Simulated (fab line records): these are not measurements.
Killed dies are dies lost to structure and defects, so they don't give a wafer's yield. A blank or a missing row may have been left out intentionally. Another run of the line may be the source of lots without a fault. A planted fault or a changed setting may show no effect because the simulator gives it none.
Matching of chambers / flow nand_harc / rie_diel-02 running NHARC_A_WL_FILL_STRIP_29: 4 sister chambers
The step strips in O2, time 20 s. 14 wafers are shown with their chamber, then 7 later ones without.

## WAFERS WITH THEIR CHAMBER
wafer=L074.3; chamber=1; showerhead_plenum_p_Torr (Torr)=3.30; oes_product_au (a.u.)=0.999; rf_vpp_V (V)=57.7
wafer=L074.4; chamber=0; showerhead_plenum_p_Torr (Torr)=3.58; oes_product_au (a.u.)=1.003; rf_vpp_V (V)=58.9
wafer=L074.6; chamber=2; showerhead_plenum_p_Torr (Torr)=3.52; oes_product_au (a.u.)=1.007; rf_vpp_V (V)=58.4
wafer=L078.2; chamber=3; showerhead_plenum_p_Torr (Torr)=3.75; oes_product_au (a.u.)=1.005; rf_vpp_V (V)=57.3
wafer=L078.4; chamber=1; showerhead_plenum_p_Torr (Torr)=3.30; oes_product_au (a.u.)=0.995; rf_vpp_V (V)=57.8
wafer=L078.5; chamber=0; showerhead_plenum_p_Torr (Torr)=3.58; oes_product_au (a.u.)=0.999; rf_vpp_V (V)=57.3
wafer=L084.1; chamber=2; showerhead_plenum_p_Torr (Torr)=3.52; oes_product_au (a.u.)=1.002; rf_vpp_V (V)=57.3
wafer=L084.2; chamber=1; showerhead_plenum_p_Torr (Torr)=3.30; oes_product_au (a.u.)=0.987; rf_vpp_V (V)=56.1
wafer=L084.3; chamber=3; showerhead_plenum_p_Torr (Torr)=3.74; oes_product_au (a.u.)=1.015; rf_vpp_V (V)=57.0
wafer=L084.4; chamber=0; showerhead_plenum_p_Torr (Torr)=3.57; oes_product_au (a.u.)=0.984; rf_vpp_V (V)=58.3
wafer=L084.5; chamber=3; showerhead_plenum_p_Torr (Torr)=3.74; oes_product_au (a.u.)=1.003; rf_vpp_V (V)=57.9
wafer=L084.6; chamber=2; showerhead_plenum_p_Torr (Torr)=3.52; oes_product_au (a.u.)=1.013; rf_vpp_V (V)=58.7
wafer=L081.1; chamber=2; showerhead_plenum_p_Torr (Torr)=3.52; oes_product_au (a.u.)=1.009; rf_vpp_V (V)=57.7
wafer=L081.3; chamber=3; showerhead_plenum_p_Torr (Torr)=3.74; oes_product_au (a.u.)=1.013; rf_vpp_V (V)=57.9

SIGNATURES (averages over the wafers above)
reading=showerhead_plenum_p_Torr; chamber 0=3.5767; chamber 1=3.3000; chamber 2=3.5200; chamber 3=3.7425; scatter within a chamber=0.00376
reading=oes_product_au; chamber 0=0.99533; chamber 1=0.99367; chamber 2=1.00775; chamber 3=1.00900; scatter within a chamber=0.00665
reading=rf_vpp_V; chamber 0=58.167; chamber 1=57.200; chamber 2=58.025; chamber 3=57.525; scatter within a chamber=0.704
Rule: a wafer's distance from a chamber is the root of the sum, over the readings, of the square of ((its reading less the chamber's mean) divided by the reading's scatter). If the next closest chamber is less than 2 further off than the closest, the wafer can't be placed; otherwise it belongs to the closest. The scatter is the square root of a quotient: the sum, over the shown wafers, of each reading's squared deviation from its chamber's mean, divided by wafers minus chambers.

## WAFERS WHOSE CHAMBER IS MISSING
wafer=L081.6; showerhead_plenum_p_Torr (Torr)=3.30; oes_product_au (a.u.)=0.996; rf_vpp_V (V)=59.8
wafer=L086.1; showerhead_plenum_p_Torr (Torr)=3.30; oes_product_au (a.u.)=1.006; rf_vpp_V (V)=57.1
wafer=L086.3; showerhead_plenum_p_Torr (Torr)=3.57; oes_product_au (a.u.)=1.000; rf_vpp_V (V)=57.5
wafer=L086.5; showerhead_plenum_p_Torr (Torr)=3.30; oes_product_au (a.u.)=1.002; rf_vpp_V (V)=56.9
wafer=L085.1; showerhead_plenum_p_Torr (Torr)=3.51; oes_product_au (a.u.)=1.002; rf_vpp_V (V)=58.7
wafer=L085.2; showerhead_plenum_p_Torr (Torr)=3.30; oes_product_au (a.u.)=0.999; rf_vpp_V (V)=58.1
wafer=L085.4; showerhead_plenum_p_Torr (Torr)=3.57; oes_product_au (a.u.)=0.999; rf_vpp_V (V)=57.8

## CHAMBER TAKEN BY EACH
wafer=L081.6; from the rows above=1; in truth=1
wafer=L086.1; from the rows above=1; in truth=1
wafer=L086.3; from the rows above=0; in truth=0
wafer=L086.5; from the rows above=1; in truth=1
wafer=L085.1; from the rows above=2; in truth=2
wafer=L085.2; from the rows above=1; in truth=1
wafer=L085.4; from the rows above=0; in truth=0
7 of 7 placed correctly. Can't be placed from these rows: 0. Wrongly placed: 0.
